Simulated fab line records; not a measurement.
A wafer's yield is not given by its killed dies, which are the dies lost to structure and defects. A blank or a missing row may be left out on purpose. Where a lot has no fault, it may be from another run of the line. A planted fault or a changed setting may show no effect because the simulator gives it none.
The tool behind it: which one? | flow n5Finfet | Sampling: 24 lots, 72 wafers, 5 of 1938 route steps

WHAT THE GAUGES READ, wafer by wafer
N5_BEOL_M9_OCD_MEAS_38. Usual: trenchDepthNm at 152.5 nm, with a standard deviation of 2.4.
lot  | measured     | on     | trenchDepthNm (nm) | flag
L074 | day 9 20:53  | ocd-01 | 154.8 153.6 154.7  | 
L075 | day 9 21:55  | ocd-02 | 153.5 153.1 152.4  | 
L077 | day 10 00:11 | ocd-01 | 153.7 149.0 149.7  | 
L076 | day 10 02:47 | ocd-01 | 150.8 151.2 150.8  | 
L079 | day 10 23:05 | ocd-02 | 148.7 150.3 149.3  | 
L080 | day 10 23:14 | ocd-02 | 154.0 154.5 153.7  | 
L078 | day 11 01:57 | ocd-02 | 149.0 150.7 148.6  | 
L081 | day 11 08:40 | ocd-02 | 152.6 153.4 155.0  | 
L082 | day 11 13:19 | ocd-02 | 153.1 152.2 152.3  | 
L083 | day 11 13:21 | ocd-01 | 154.9 156.2 155.0  | 
L084 | day 11 22:52 | ocd-02 | 151.6 150.9 153.0  | 
L085 | day 12 10:08 | ocd-01 | 154.7 151.3 154.1  | 
L086 | day 12 16:55 | ocd-02 | 152.0 152.1 153.1  | 
L087 | day 12 23:38 | ocd-01 | 151.5 155.7 152.7  | 
L088 | day 13 08:22 | ocd-02 | 150.1 157.6 150.2  | 
L090 | day 13 08:11 | ocd-02 | 151.9 156.8 155.3  | 
L089 | day 13 17:39 | ocd-01 | 154.0 154.9 153.0  | 
L091 | day 13 17:23 | ocd-02 | 155.1 154.2 148.0  | 
L092 | day 14 05:59 | ocd-02 | 155.7 156.1 156.0  | 
L093 | day 14 16:02 | ocd-02 | 153.6 153.3 155.0  | 
L094 | day 14 19:10 | ocd-01 | 153.2 156.4 149.4  | 
L095 | day 14 19:01 | ocd-02 | 150.6 147.8 147.4  | 
L096 | day 15 06:40 | ocd-01 | 148.3 148.9 148.8  | 
L097 | day 15 11:16 | ocd-02 | 153.1 149.3 150.6  | 

TOOL THAT RAN EACH LOT (tool first, then ch and the chambers of the sampled wafers, then the start)
lot  | N5_BEOL_M8_SPUTTER_48       | N5_BEOL_M9_CURE_71           | N5_BEOL_M9_DESCUM_16              | N5_BEOL_M9_ETCH_61
L074 | pvdSputter-02, day 9 13:22  | uvCure-01 ch 1, day 9 14:45  | rieDiel-03 ch 1,2,3, day 9 19:18  | rieDiel-03 ch 1,2,3, day 9 19:20
L075 | pvdSputter-01, day 9 14:20  | uvCure-02 ch 0, day 9 15:43  | rieDiel-05 ch 0,1,3, day 9 19:56  | rieDiel-05 ch 0,1,3, day 9 19:58
L077 | pvdSputter-03, day 9 14:34  | uvCure-01 ch 2, day 9 16:04  | rieDiel-01 ch 1,3, day 9 20:08    | rieDiel-01 ch 1,3, day 9 20:10
L076 | pvdSputter-01, day 9 21:47  | uvCure-01 ch 2, day 9 22:59  | rieDiel-05 ch 0,2,3, day 10 01:25 | rieDiel-05 ch 0,2,3, day 10 01:27
L079 | pvdSputter-03, day 10 18:11 | uvCure-02 ch 1, day 10 19:27 | rieDiel-03 ch 0,2,3, day 10 21:35 | rieDiel-03 ch 0,2,3, day 10 21:37
L080 | pvdSputter-03, day 10 18:22 | uvCure-03 ch 0, day 10 19:38 | rieDiel-01 ch 0,2,3, day 10 21:37 | rieDiel-01 ch 0,2,3, day 10 21:38
L078 | pvdSputter-01, day 10 21:40 | uvCure-03 ch 1, day 10 22:59 | rieDiel-05 ch 0,2,3, day 11 00:26 | rieDiel-05 ch 0,2,3, day 11 00:28
L081 | pvdSputter-02, day 11 02:04 | uvCure-02 ch 0, day 11 03:14 | rieDiel-03 ch 0,1,2, day 11 07:02 | rieDiel-03 ch 0,1,2, day 11 07:04
L082 | pvdSputter-01, day 11 07:56 | uvCure-01 ch 2, day 11 09:00 | rieDiel-05 ch 0,3, day 11 11:47   | rieDiel-05 ch 0,3, day 11 11:49
L083 | pvdSputter-02, day 11 08:02 | uvCure-02 ch 2, day 11 09:18 | rieDiel-03 ch 0,3, day 11 11:59   | rieDiel-03 ch 0,3, day 11 12:01
L084 | pvdSputter-02, day 11 18:15 | uvCure-01 ch 0, day 11 19:29 | rieDiel-01 ch 0,2,3, day 11 21:10 | rieDiel-01 ch 0,2,3, day 11 21:12
L085 | pvdSputter-03, day 12 04:16 | uvCure-01 ch 2, day 12 05:28 | rieDiel-03 ch 1,3, day 12 08:49   | rieDiel-03 ch 1,3, day 12 08:50
L086 | pvdSputter-02, day 12 10:37 | uvCure-01 ch 2, day 12 12:22 | rieDiel-03 ch 2,3, day 12 14:26   | rieDiel-03 ch 2,3, day 12 14:29
L087 | pvdSputter-03, day 12 18:58 | uvCure-03 ch 2, day 12 20:38 | rieDiel-03 ch 0,1,3, day 12 22:03 | rieDiel-03 ch 0,1,3, day 12 22:05
L088 | pvdSputter-03, day 13 01:07 | uvCure-03 ch 2, day 13 02:44 | rieDiel-01 ch 1,2,3, day 13 05:14 | rieDiel-01 ch 1,2,3, day 13 05:16
L090 | pvdSputter-03, day 13 01:47 | uvCure-02 ch 1, day 13 03:02 | rieDiel-03 ch 0,3, day 13 05:16   | rieDiel-03 ch 0,3, day 13 05:18
L089 | pvdSputter-02, day 13 09:44 | uvCure-01 ch 2, day 13 11:10 | rieDiel-01 ch 0,3, day 13 14:20   | rieDiel-01 ch 0,3, day 13 14:22
L091 | pvdSputter-02, day 13 10:18 | uvCure-03 ch 1, day 13 12:03 | rieDiel-05 ch 0,1, day 13 14:24   | rieDiel-05 ch 0,1, day 13 14:26
L092 | pvdSputter-01, day 13 21:30 | uvCure-01 ch 1, day 13 22:36 | rieDiel-01 ch 0,1,2, day 14 01:06 | rieDiel-01 ch 0,1,2, day 14 01:08
L093 | pvdSputter-02, day 14 07:42 | uvCure-01 ch 0, day 14 09:44 | rieDiel-03 ch 0,1,3, day 14 12:53 | rieDiel-03 ch 0,1,3, day 14 12:55
L094 | pvdSputter-01, day 14 12:16 | uvCure-02 ch 0, day 14 13:26 | rieDiel-03 ch 0,1,2, day 14 16:52 | rieDiel-03 ch 0,1,2, day 14 16:55
L095 | pvdSputter-01, day 14 13:33 | uvCure-03 ch 0, day 14 14:55 | rieDiel-03 ch 0,1,3, day 14 17:23 | rieDiel-03 ch 0,1,3, day 14 17:25
L096 | pvdSputter-03, day 15 01:08 | uvCure-02 ch 1, day 15 03:07 | rieDiel-05 ch 0,2, day 15 05:05   | rieDiel-05 ch 0,2, day 15 05:08
L097 | pvdSputter-02, day 15 05:23 | uvCure-01 ch 0, day 15 06:42 | rieDiel-03 ch 1,3, day 15 09:46   | rieDiel-03 ch 1,3, day 15 09:48
- N5_BEOL_M8_SPUTTER_48: material Cu, target thk 10 nm, time 1.667 s.
- N5_BEOL_M9_CURE_71: cures SiCOH lowk, time 240 s.
- N5_BEOL_M9_DESCUM_16: chemistry O2, time 7.9 s.
- N5_BEOL_M9_ETCH_61: etches SiARC in CF4, target depth 39 nm, time 65 s.

AS READ BY THE TOOLS THEMSELVES (means over the sampled wafers that have a number; for cases with no such wafer, the mark the record gives instead)
N5_BEOL_M8_SPUTTER_48. Usual: throttleValvePct at 29.7 %, with a standard deviation of 1.3.
lot  | tool          | throttleValvePct (%) | flag
L074 | pvdSputter-02 | 28.7                 | 
L075 | pvdSputter-01 | 30.2                 | 
L077 | pvdSputter-03 | 30.6                 | 
L076 | pvdSputter-01 | 30.3                 | 
L079 | pvdSputter-03 | 30.7                 | 
L080 | pvdSputter-03 | 31.1                 | 
L078 | pvdSputter-01 | 30.3                 | 
L081 | pvdSputter-02 | 29.8                 | 
L082 | pvdSputter-01 | 30.2                 | 
L083 | pvdSputter-02 | 29.1                 | 
L084 | pvdSputter-02 | 29.8                 | 
L085 | pvdSputter-03 | 32.0                 | 
L086 | pvdSputter-02 | 29.0                 | 
L087 | pvdSputter-03 | 29.1                 | 
L088 | pvdSputter-03 | 30.7                 | 
L090 | pvdSputter-03 | 30.8                 | 
L089 | pvdSputter-02 | 28.9                 | 
L091 | pvdSputter-02 | 28.5                 | 
L092 | pvdSputter-01 | 29.6                 | 
L093 | pvdSputter-02 | 29.7                 | 
L094 | pvdSputter-01 | 30.2                 | 
L095 | pvdSputter-01 | 29.2                 | 
L096 | pvdSputter-03 | 31.0                 | 
L097 | pvdSputter-02 | 28.4                 | 

N5_BEOL_M9_CURE_71. Usual: lampPowerPct 52.32 %, standard deviation 0.054; wafer_temp_C_max 386.8, standard deviation 0.57.
lot  | tool      | lampPowerPct (%) | wafer_temp_C_max | flag
L074 | uvCure-01 | 52.34            | 387.0            | 
L075 | uvCure-02 | 52.30            | 386.7            | 
L077 | uvCure-01 | 52.35            | 386.9            | 
L076 | uvCure-01 | 52.30            | 387.2            | 
L079 | uvCure-02 | 52.29            | 388.2            | 
L080 | uvCure-03 | 52.28            | 386.8            | 
L078 | uvCure-03 | 52.36            | 385.9            | 
L081 | uvCure-02 | 52.32            | 386.5            | 
L082 | uvCure-01 | 52.30            | 386.7            | 
L083 | uvCure-02 | 52.34            | 387.3            | 
L084 | uvCure-01 | 52.27            | 386.3            | 
L085 | uvCure-01 | 52.33            | 386.8            | 
L086 | uvCure-01 | 52.31            | 386.4            | 
L087 | uvCure-03 | 52.32            | 386.6            | 
L088 | uvCure-03 | 52.33            | 386.5            | 
L090 | uvCure-02 | 52.32            | 387.7            | 
L089 | uvCure-01 | 52.27            | 386.7            | 
L091 | uvCure-03 | 52.28            | 386.2            | 
L092 | uvCure-01 | 52.36            | 386.9            | 
L093 | uvCure-01 | 52.34            | 385.9            | 
L094 | uvCure-02 | 52.30            | 386.8            | 
L095 | uvCure-03 | 52.29            | 386.9            | 
L096 | uvCure-02 | 52.31            | 387.5            | 
L097 | uvCure-01 | 52.28            | 386.6            | 

N5_BEOL_M9_DESCUM_16. Usual: drypumpMotorCurrentA 5.5 A, standard deviation 0.55; oesProductAu 0.80 a.u., standard deviation 0.097; rfVppV 243.1 V, standard deviation 1.7; showerheadPlenumPTorr 2.09 Torr, standard deviation 0.094; throttleValvePct 20.33 %, standard deviation 0.17.
lot  | tool       | drypumpMotorCurrentA (A) | oesProductAu (a.u.) | rfVppV (V) | showerheadPlenumPTorr (Torr) | throttleValvePct (%) | flag
L074 | rieDiel-03 | 5.3                      | 0.75                | 242.4      | 2.09                         | 20.28                | 
L075 | rieDiel-05 | 5.8                      | 0.87                | 242.7      | 2.03                         | 20.32                | 
L077 | rieDiel-01 | 5.2                      | 0.94                | 244.7      | 2.17                         | 20.07                | 
L076 | rieDiel-05 | 5.9                      | 0.78                | 242.3      | 2.01                         | 20.41                | 
L079 | rieDiel-03 | 5.2                      | 0.73                | 243.0      | 2.09                         | 20.34                | 
L080 | rieDiel-01 | 5.8                      | 0.88                | 243.4      | 2.15                         | 20.35                | 
L078 | rieDiel-05 | 5.9                      | 0.77                | 241.6      | 2.01                         | 20.42                | 
L081 | rieDiel-03 | 5.3                      | 0.71                | 244.0      | 2.17                         | 20.39                | 
L082 | rieDiel-05 | 6.1                      | 0.77                | 241.8      | 2.00                         | 20.34                | 
L083 | rieDiel-03 | 5.3                      | 0.73                | 242.3      | 2.00                         | 20.31                | 
L084 | rieDiel-01 | 5.8                      | 0.87                | 244.2      | 2.14                         | 20.36                | 
L085 | rieDiel-03 | 5.3                      | 0.73                | 242.0      | 2.00                         | 20.27                | 
L086 | rieDiel-03 | 5.1                      | 0.73                | 243.0      | 2.09                         | 20.33                | 
L087 | rieDiel-03 | 5.4                      | 0.82                | 242.7      | 2.08                         | 20.24                | 
L088 | rieDiel-01 | 5.7                      | 0.82                | 243.8      | 2.16                         | 20.36                | 
L090 | rieDiel-03 | 5.3                      | 0.90                | 241.8      | 2.07                         | 20.15                | 
L089 | rieDiel-01 | 5.6                      | 0.91                | 244.7      | 2.14                         | 20.25                | 
L091 | rieDiel-05 | 5.6                      | 0.88                | 242.5      | 2.04                         | 20.34                | 
L092 | rieDiel-01 | 6.1                      | 0.83                | 244.1      | 2.17                         | 20.47                | 
L093 | rieDiel-03 | 5.4                      | 0.79                | 242.9      | 2.07                         | 20.25                | 
L094 | rieDiel-03 | 5.4                      | 0.79                | 244.5      | 2.16                         | 20.30                | 
L095 | rieDiel-03 | 5.4                      | 0.78                | 242.7      | 2.07                         | 20.25                | 
L096 | rieDiel-05 | 5.2                      | 0.77                | 241.9      | 2.01                         | 20.39                | 
L097 | rieDiel-03 | 5.3                      | 0.72                | 242.2      | 2.08                         | 20.35                | 

N5_BEOL_M9_ETCH_61. Usual: drypumpMotorCurrentA 5.5 A, standard deviation 0.55; etchRfOnTimeS 64.4 s, standard deviation 1.2; oesProductAu 0.69 a.u., standard deviation 0.083; rfVppV 184.0 V, standard deviation 1.4; showerheadPlenumPTorr 2.14 Torr, standard deviation 0.086; throttleValvePct 15.51 %, standard deviation 0.19.
lot  | tool       | drypumpMotorCurrentA (A) | etchRfOnTimeS (s) | oesProductAu (a.u.) | rfVppV (V) | showerheadPlenumPTorr (Torr) | throttleValvePct (%) | flag
L074 | rieDiel-03 | 5.2                      | 65.3              | 0.64                | 183.8      | 2.14                         | 15.50                | 
L075 | rieDiel-05 | 5.8                      | 63.7              | 0.74                | 183.9      | 2.08                         | 15.51                | 
L077 | rieDiel-01 | 5.2                      | 62.6              | 0.81                | 185.7      | 2.22                         | 15.26                | 
L076 | rieDiel-05 | 5.9                      | 64.7              | 0.66                | 182.7      | 2.06                         | 15.61                | 
L079 | rieDiel-03 | 5.2                      | 65.8              | 0.62                | 183.7      | 2.13                         | 15.56                | 
L080 | rieDiel-01 | 5.7                      | 63.4              | 0.76                | 185.0      | 2.20                         | 15.52                | 
L078 | rieDiel-05 | 5.9                      | 65.1              | 0.66                | 182.6      | 2.06                         | 15.63                | 
L081 | rieDiel-03 | 5.3                      | 65.3              | 0.61                | 184.2      | 2.21                         | 15.57                | 
L082 | rieDiel-05 | 6.1                      | 65.0              | 0.67                | 182.8      | 2.07                         | 15.61                | 
L083 | rieDiel-03 | 5.3                      | 65.4              | 0.62                | 183.0      | 2.05                         | 15.55                | 
L084 | rieDiel-01 | 5.8                      | 62.6              | 0.75                | 184.3      | 2.19                         | 15.53                | 
L085 | rieDiel-03 | 5.3                      | 65.0              | 0.63                | 183.1      | 2.05                         | 15.53                | 
L086 | rieDiel-03 | 5.2                      | 65.4              | 0.62                | 183.8      | 2.13                         | 15.56                | 
L087 | rieDiel-03 | 5.3                      | 64.7              | 0.69                | 183.7      | 2.12                         | 15.42                | 
L088 | rieDiel-01 | 5.7                      | 63.6              | 0.70                | 184.5      | 2.21                         | 15.56                | 
L090 | rieDiel-03 | 5.3                      | 63.3              | 0.77                | 183.7      | 2.12                         | 15.30                | 
L089 | rieDiel-01 | 5.6                      | 62.9              | 0.79                | 184.3      | 2.18                         | 15.37                | 
L091 | rieDiel-05 | 5.6                      | 63.6              | 0.75                | 182.7      | 2.09                         | 15.48                | 
L092 | rieDiel-01 | 6.1                      | 64.0              | 0.71                | 184.4      | 2.21                         | 15.62                | 
L093 | rieDiel-03 | 5.4                      | 64.2              | 0.68                | 183.5      | 2.12                         | 15.44                | 
L094 | rieDiel-03 | 5.3                      | 64.9              | 0.67                | 185.1      | 2.20                         | 15.46                | 
L095 | rieDiel-03 | 5.3                      | 64.8              | 0.68                | 183.5      | 2.12                         | 15.45                | 
L096 | rieDiel-05 | 5.2                      | 64.4              | 0.65                | 183.4      | 2.06                         | 15.59                | 
L097 | rieDiel-03 | 5.4                      | 65.4              | 0.61                | 183.5      | 2.12                         | 15.60                | 

THE ANSWER, worked out from the rows above alone
Rule: take the mean of a lot's wafers that have a number; if it is more than 3 standard deviations from the usual mean, the lot is off. A lot without any number at a reading at which 4 lots or more have one is off too. The other lots that the step has rows for count as sound. Order of review: gauges by route order, followed by the tools' own readings, for which a lot's mean as printed above is used. The first step at which some lot is off is used, and at that step the reading that is off furthest; a lot without a number counts as furthest.
No lot is off on any of the readings shown, so nothing can be concluded from this.

WHAT THE SIMULATOR PUT IN
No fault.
